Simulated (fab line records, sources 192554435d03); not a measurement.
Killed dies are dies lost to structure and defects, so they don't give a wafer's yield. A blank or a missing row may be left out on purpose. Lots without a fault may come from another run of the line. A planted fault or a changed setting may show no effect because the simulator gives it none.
Split-lot experiment | flow n5_finfet | 7 lots, 39 wafers read, on a route of 1938 steps

THE SPLIT
At N5_SD_EPI_P_ETCH_16 (etches SiO2 in CHF3/O2, target depth 5 nm), the setting target_depth_a was moved away from the recipe's 50 angstrom on 12 of the 39 wafers read, by -11.0% to +8.2%. The other wafers ran this setting at the recipe's value.

The reading is taken at the split's own step.

THE READING
etch.depth_nm (the simulator's own value, which no gauge read), in nm, at N5_SD_EPI_P_ETCH_16 (etches SiO2 in CHF3/O2, target depth 5 nm). The file gives no usual value for it. The 27 wafers here that ran the recipe average 4.978 nm, standard deviation 0.092 nm.

wafer  | tool, chamber at the split | target_depth_a as run, angstrom | against the recipe | etch.depth_nm, nm | against lot-mates on the recipe
L078.1 | rie_diel-05, 0             | 50                              | recipe             | 5                 | -
L078.2 | rie_diel-05, 1             | 50                              | recipe             | 4.925             | -
L078.3 | rie_diel-05, 2             | 50                              | recipe             | 5.02              | -
L078.4 | rie_diel-05, 3             | 50                              | recipe             | 4.934             | -
L078.5 | rie_diel-05, 1             | 50                              | recipe             | 4.913             | -
L078.6 | rie_diel-05, 0             | 50                              | recipe             | 5.014             | -
L079.1 | rie_diel-01, 1             | 50                              | recipe             | 5.179             | -
L079.2 | rie_diel-01, 2             | 50                              | recipe             | 5.035             | -
L079.3 | rie_diel-01, 0             | 54.09                           | +8.2%              | 5.521             | +0.456
L079.4 | rie_diel-01, 3             | 54.09                           | +8.2%              | 5.327             | +0.262
L079.5 | rie_diel-01, 3             | 54.09                           | +8.2%              | 5.347             | +0.282
L079.6 | rie_diel-01, 2             | 50                              | recipe             | 4.98              | -
L083.1 | rie_diel-01, 0             | 46.6                            | -6.8%              | 4.693             | -0.314
L083.2 | rie_diel-01, 3             | 46.6                            | -6.8%              | 4.519             | -0.488
L083.3 | rie_diel-01, 1             | 50                              | recipe             | 5.143             | -
L083.4 | rie_diel-01, 2             | 46.6                            | -6.8%              | 4.624             | -0.383
L083.5 | rie_diel-01, 2             | 50                              | recipe             | 4.991             | -
L083.6 | rie_diel-01, 3             | 50                              | recipe             | 4.888             | -
L086.4 | rie_diel-01, 2             | 50                              | recipe             | 4.953             | -
L086.5 | rie_diel-01, 2             | 50                              | recipe             | 4.955             | -
L086.6 | rie_diel-01, 1             | 50                              | recipe             | 5.182             | -
L087.1 | rie_diel-01, 0             | 44.51                           | -11.0%             | 4.49              | -0.428
L087.2 | rie_diel-01, 1             | 44.51                           | -11.0%             | 4.599             | -0.319
L087.3 | rie_diel-01, 3             | 50                              | recipe             | 4.924             | -
L087.4 | rie_diel-01, 2             | 50                              | recipe             | 4.942             | -
L087.5 | rie_diel-01, 3             | 50                              | recipe             | 4.887             | -
L087.6 | rie_diel-01, 0             | 44.51                           | -11.0%             | 4.446             | -0.472
L090.1 | rie_diel-06, 1             | 50                              | recipe             | 5.086             | -
L090.2 | rie_diel-06, 2             | 50                              | recipe             | 4.892             | -
L090.3 | rie_diel-06, 0             | 50                              | recipe             | 4.811             | -
L090.4 | rie_diel-06, 3             | 50                              | recipe             | 4.994             | -
L090.5 | rie_diel-06, 1             | 50                              | recipe             | 5.082             | -
L090.6 | rie_diel-06, 2             | 50                              | recipe             | 4.87              | -
L094.1 | rie_diel-05, 0             | 50                              | recipe             | 4.942             | -
L094.2 | rie_diel-05, 1             | 45.71                           | -8.6%              | 4.485             | -0.452
L094.3 | rie_diel-05, 2             | 50                              | recipe             | 4.992             | -
L094.4 | rie_diel-05, 3             | 50                              | recipe             | 4.878             | -
L094.5 | rie_diel-05, 2             | 45.71                           | -8.6%              | 4.585             | -0.352
L094.6 | rie_diel-05, 1             | 45.71                           | -8.6%              | 4.49              | -0.447

THE FIT
A straight line over all 39 wafers: etch.depth_nm changes by +0.0488 nm for each +1% of target_depth_a; r = +0.93; the points scatter about the line by 0.091 nm.
The same after taking each lot's own level away (the mean of its wafers on the recipe; 39 wafers): +0.0433 nm for each +1%; r = +0.92; scatter 0.087 nm.
On that fit, the largest move of target_depth_a shifts the reading by 0.48 nm.
The lots' own levels span 4.9177 to 5.0647 nm, that is 1.6 times the standard deviation above.
So the lot-to-lot level changes the slope: the two fits differ.
Check: with one of the wafers moved furthest among these (-11.0%) left out of the fit, the line predicts -0.492 nm for it against its lot-mates. It came out at -0.428 nm against them.

OTHER SPLITS ON THESE WAFERS
These wafers also went through other splits before the reading. Each is held against what the fit with the lots' levels taken away leaves over:
other split on the same wafers  | wafers away from the commonest value | r with etch.depth_nm (lot level and that fit taken away)
N5_DUMMY_GATE_ETCH_37 source_w  | 18                                   | +0.19
N5_SD_EPI_N_SD_RECESS_17 time_s | 15                                   | -0.11

THE FILE'S OWN FIT
etch.depth_nm changes by +0.0438 nm for each +1% of target_depth_a, r = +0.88.
